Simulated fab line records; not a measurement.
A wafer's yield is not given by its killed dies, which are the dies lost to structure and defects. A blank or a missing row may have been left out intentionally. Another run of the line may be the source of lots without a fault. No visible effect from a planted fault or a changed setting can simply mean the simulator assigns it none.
Which tool is to blame? | flow n5 finfet | 9 lots with 26 wafers sampled at 5 steps, on a route of 1938 steps

## WHAT THE GAUGES READ, wafer by wafer
N5_BEOL_M4_RC_MEAS_101. Usual: DIBL_N 36.4 mV/V, standard deviation 1.4; DIBL_P 36.3 mV/V, standard deviation 1.8; IOFF_N 0.163 nA/um, standard deviation 0.024; IOFF_P 0.21 nA/um, standard deviation 0.034; ION_N 673 uA/um, standard deviation 11; ION_P 461 uA/um, standard deviation 7.4; SS_N 71.6 mV/dec, standard deviation 0.52; SS_P 73.3 mV/dec, standard deviation 0.58; VT_N 249.4 mV, standard deviation 2.5; VT_P -250 mV, standard deviation 3.5.
lot  | measured     | on        | DIBL_N (mV/V)  | DIBL_P (mV/V)  | IOFF_N (nA/um)    | IOFF_P (nA/um) | ION_N (uA/um) | ION_P (uA/um) | SS_N (mV/dec)  | SS_P (mV/dec)  | VT_N (mV)         | VT_P (mV)      | flag
L924 | day 8 18:12  | prober-02 | 36.8 36.2 35.0 | 37.2 36.3 35.3 | 0.173 0.167 0.147 | 0.19 0.19 0.17 | 674 685 668   | 449 455 453   | 71.8 71.4 71.9 | 73.8 72.5 72.8 | 246.7 246.7 251.3 | -254 -254 -254 |
L925 | day 9 00:22  | prober-02 | 34.6 36.9 37.7 | 33.8 36.4 38.1 | 0.118 0.154 0.176 | 0.20 0.25 0.27 | 651 661 682   | 458 462 477   | 70.6 72.2 72.1 | 72.5 72.9 74.1 | 254.1 247.8 249.6 | -248 -247 -243 |
L926 | day 9 09:47  | prober-01 | 37.5 39.0 37.6 | 38.4 39.6 38.6 | 0.198 0.209 0.190 | 0.24 0.26 0.24 | 678 679 682   | 458 460 469   | 72.5 72.6 71.7 | 74.3 74.2 73.8 | 247.3 246.0 248.4 | -249 -252 -249 |
L930 | day 10 09:15 | prober-01 | 36.0 34.4 35.0 | 35.9 34.8 34.5 | 0.159 0.137 0.145 | 0.20 0.18 0.18 | 652 651 659   | 450 451 446   | 72.2 70.9 71.7 | 73.1 72.5 73.3 | 250.4 252.9 254.1 | -250 -254 -253 |
L939 | day 11 22:14 | prober-01 | 35.6 35.3 37.2 | 34.6 34.4 37.2 | 0.142 0.139 0.175 | 0.17 0.17 0.21 | 658 671 675   | 449 454 463   | 71.2 71.2 71.5 | 72.6 72.4 73.6 | 251.1 253.0 246.6 | -254 -258 -252 |
L938 | day 12 02:55 | prober-01 | 35.8 35.2      | 36.6 36.2      | 0.169 0.153       | 0.20 0.19      | 693 682       | 466 468       | 70.8 70.8      | 72.5 72.1      | 246.7 249.0       | -248 -251      |
L942 | day 13 15:14 | prober-02 | 35.1 36.0 35.1 | 34.8 35.2 35.0 | 0.137 0.146 0.142 | 0.19 0.20 0.20 | 665 666 662   | 460 455 456   | 70.9 71.1 70.9 | 73.0 72.9 72.6 | 250.8 251.1 248.0 | -250 -250 -248 |
L943 | day 13 12:08 | prober-02 | 35.3 34.5 35.9 | 31.4 30.9 32.4 | 0.130 0.117 0.137 | 0.15 0.14 0.16 | 674 669 660   | 453 450 446   | 71.3 70.8 70.6 | 72.9 72.6 72.0 | 250.6 251.5 250.8 | -258 -257 -255 |
L944 | day 13 18:05 | prober-01 | 37.4 40.3 36.6 | 35.5 38.7 33.9 | 0.158 0.217 0.146 | 0.23 0.30 0.22 | 674 691 656   | 466 465 458   | 71.0 72.4 71.6 | 73.2 73.9 72.1 | 249.3 245.3 254.2 | -247 -242 -247 |

## WHAT TOOL EACH LOT RAN ON (gives the tool, then ch and the chambers of the sampled wafers, and finally the start)
lot  | N5_BEOL_M3_STRIP_97                           | N5_BEOL_M3_SPUTTER_48        | N5_BEOL_M3_ANNEAL_82         | N5_BEOL_M3_CMP_52
L924 | rie diel-05 ch 0,2,3, day 8 04:53 or earlier  | pvd sputter-02, day 8 04:53  | pvd sputter-02, day 8 05:24  | cmp-03 ch 0,2,3, day 8 07:12
L925 | rie diel-05 ch 0,1,2, day 8 07:47 or earlier  | pvd sputter-02, day 8 07:47  | pvd sputter-02, day 8 08:18  | cmp-02 ch 0,2,3, day 8 10:07
L926 | rie diel-05 ch 0,1, day 8 20:46 or earlier    | pvd sputter-01, day 8 20:46  | pvd sputter-01, day 8 21:17  | cmp-02 ch 0,1,3, day 8 23:03
L930 | rie diel-02 ch 0,1, day 9 11:58 or earlier    | pvd sputter-03, day 9 11:58  | pvd sputter-03, day 9 12:29  | cmp-01 ch 0,1,2, day 9 14:19
L939 | rie diel-02 ch 1,2,3, day 11 10:27 or earlier | pvd sputter-03, day 11 10:27 | pvd sputter-03, day 11 10:58 | cmp-03 ch 0,1,3, day 11 12:43
L938 | rie diel-02 ch 0, day 11 11:58 or earlier     | pvd sputter-02, day 11 11:58 | pvd sputter-02, day 11 12:29 | cmp-02 ch 1,3, day 11 14:19
L942 | rie diel-02 ch 0,2,3, day 12 22:13 or earlier | pvd sputter-03, day 12 22:13 | pvd sputter-03, day 12 22:44 | cmp-03 ch 0,1, day 13 00:30
L943 | rie diel-05 ch 1,2, day 12 22:23 or earlier   | pvd sputter-01, day 12 22:23 | pvd sputter-01, day 12 22:54 | cmp-01 ch 0,2,3, day 13 00:38
L944 | rie diel-05 ch 0,2, day 13 05:49 or earlier   | pvd sputter-01, day 13 05:49 | pvd sputter-01, day 13 06:20 | cmp-03 ch 0,2,3, day 13 08:08
- N5_BEOL_M3_STRIP_97: strips in N2/H2, time 10 s.
- N5_BEOL_M3_SPUTTER_48: material Cu, target thk 4.5 nm, time 8.29 s.
- N5_BEOL_M3_ANNEAL_82: time 240 s.
- N5_BEOL_M3_CMP_52: polishes, stops on SiOC, t overpolish 6.8 s, target thk 40 nm.

## WHAT THE TOOLS THEMSELVES READ (means of the sampled wafers that have a number; where no wafer has one, the mark that the record gives instead)
N5_BEOL_M3_STRIP_97. Usual: drypump motor current A 5.9 A, standard deviation 0.32; n2 flow sccm 200.0 sccm, standard deviation 0.64; oes product au 0.79 a.u., standard deviation 0.082; rf vpp V 59.3 V, standard deviation 0.92; showerhead plenum p Torr 2.56 Torr, standard deviation 0.045; throttle valve pct 23.7 %, standard deviation 0.3.
lot  | tool        | drypump motor current A (A) | n2 flow sccm (sccm) | oes product au (a.u.) | rf vpp V (V) | showerhead plenum p Torr (Torr) | throttle valve pct (%) | flag
L924 | rie diel-05 | 5.9                         | 200.1               | 0.80                  | 59.4         | 2.60                            | 23.7                   |
L925 | rie diel-05 | 5.8                         | 199.9               | 0.86                  | 59.3         | 2.58                            | 23.5                   |
L926 | rie diel-05 | 6.0                         | 200.3               | 0.87                  | 59.1         | 2.58                            | 23.6                   |
L930 | rie diel-02 | 6.1                         | 199.4               | 0.75                  | 59.6         | 2.54                            | 23.9                   |
L939 | rie diel-02 | 6.1                         | 200.2               | 0.79                  | 59.4         | 2.54                            | 23.7                   |
L938 | rie diel-02 | 5.4                         | 198.5               | 0.79                  | 59.4         | 2.56                            | 23.7                   |
L942 | rie diel-02 | 5.8                         | 200.3               | 0.79                  | 58.9         | 2.56                            | 23.6                   |
L943 | rie diel-05 | 5.6                         | 200.0               | 0.81                  | 58.4         | 2.57                            | 23.4                   |
L944 | rie diel-05 | 5.9                         | 199.2               | 0.82                  | 58.6         | 2.57                            | 23.7                   |

N5_BEOL_M3_SPUTTER_48. Usual: chuck sensor temp C -15.8 C, standard deviation 0.54; susceptor temp C -20.00 C, standard deviation 0.1; throttle valve pct 30.3 %, standard deviation 1.2.
lot  | tool           | chuck sensor temp C (C) | susceptor temp C (C) | throttle valve pct (%) | flag
L924 | pvd sputter-02 | -15.8                   | -20.05               | 29.7                   |
L925 | pvd sputter-02 | -15.9                   | -20.03               | 30.4                   |
L926 | pvd sputter-01 | -16.7                   | -20.05               | 29.8                   |
L930 | pvd sputter-03 | -15.6                   | -19.93               | 30.5                   |
L939 | pvd sputter-03 | -15.4                   | -20.10               | 30.2                   |
L938 | pvd sputter-02 | -16.0                   | -20.03               | 30.4                   |
L942 | pvd sputter-03 | -15.9                   | -19.89               | 29.8                   |
L943 | pvd sputter-01 | -15.6                   | -19.93               | 30.4                   |
L944 | pvd sputter-01 | -15.6                   | -19.97               | 30.1                   |

N5_BEOL_M3_ANNEAL_82. Usual: heater power w 837 W, standard deviation 93; susceptor temp C 400.05 C, standard deviation 0.21.
lot  | tool           | heater power w (W) | susceptor temp C (C) | flag
L924 | pvd sputter-02 | 950                | 400.00               |
L925 | pvd sputter-02 | 951                | 399.96               |
L926 | pvd sputter-01 | 731                | 400.27               |
L930 | pvd sputter-03 | 757                | 399.97               |
L939 | pvd sputter-03 | 797                | 399.81               |
L938 | pvd sputter-02 | 902                | 400.32               |
L942 | pvd sputter-03 | 806                | 399.55               |
L943 | pvd sputter-01 | 850                | 399.97               |
L944 | pvd sputter-01 | 832                | 400.09               |

N5_BEOL_M3_CMP_52. Usual: barrier field endpoint s 24.6 s, standard deviation 0.57; motor current A 5.9 A, standard deviation 0.42; overpolish run s 6.800 s, standard deviation 0.0093; platen rpm 50.01 rpm, standard deviation 0.033; time to endpoint s 61.8 s, standard deviation 2.6.
lot  | tool   | barrier field endpoint s (s) | motor current A (A) | overpolish run s (s) | platen rpm (rpm) | time to endpoint s (s) | flag
L924 | cmp-03 | 25.3                         | 5.6                 | 6.803                | 50.03            | 61.5                   |
L925 | cmp-02 | 24.4                         | 6.2                 | 6.803                | 50.01            | 59.3                   |
L926 | cmp-02 | 24.3                         | 6.0                 | 6.801                | 50.00            | 60.4                   |
L930 | cmp-01 | 24.4                         | 6.3                 | 6.798                | 50.03            | 62.4                   |
L939 | cmp-03 | 24.6                         | 5.8                 | 6.801                | 49.98            | 64.3                   |
L938 | cmp-02 | 19.5                         | 5.8                 | 6.819                | 50.00            | 47.1                   | OFF
L942 | cmp-03 | 25.6                         | 5.5                 | 6.799                | 50.02            | 65.3                   |
L943 | cmp-01 | 25.0                         | 6.0                 | 6.803                | 50.03            | 64.1                   |
L944 | cmp-03 | 24.9                         | 5.5                 | 6.791                | 50.01            | 61.4                   |

## THE ANSWER, worked out from the rows above alone
Rule: a lot counts as off when the mean over its wafers that have a number is more than 3 standard deviations away from the usual mean. A lot without any number at a reading at which 4 lots or more have one is off too. Any other lot the step has rows for is counted as sound. After the gauges, taken in route order, come the tools' own readings; for these a lot's mean is taken, as printed above. At the first step where some lot is off, the reading lying furthest off is the one used; lots without a number count as furthest.
Off, at N5_BEOL_M3_CMP_52 on barrier field endpoint s: L938.
A tool fits if, at that step or a process step before it, it ran every lot that is off, and no sound lot after the first of them. Because N5_BEOL_M3_STRIP_97 lacks a start for some lots, the hours and order of its lots are taken from N5_BEOL_M3_SPUTTER_48. Undecided on this evidence; 2 tools fit (pvd sputter-02 at N5_BEOL_M3_SPUTTER_48 and N5_BEOL_M3_ANNEAL_82, cmp-02 at N5_BEOL_M3_CMP_52).

## WHAT WAS PUT IN BY THE SIMULATOR
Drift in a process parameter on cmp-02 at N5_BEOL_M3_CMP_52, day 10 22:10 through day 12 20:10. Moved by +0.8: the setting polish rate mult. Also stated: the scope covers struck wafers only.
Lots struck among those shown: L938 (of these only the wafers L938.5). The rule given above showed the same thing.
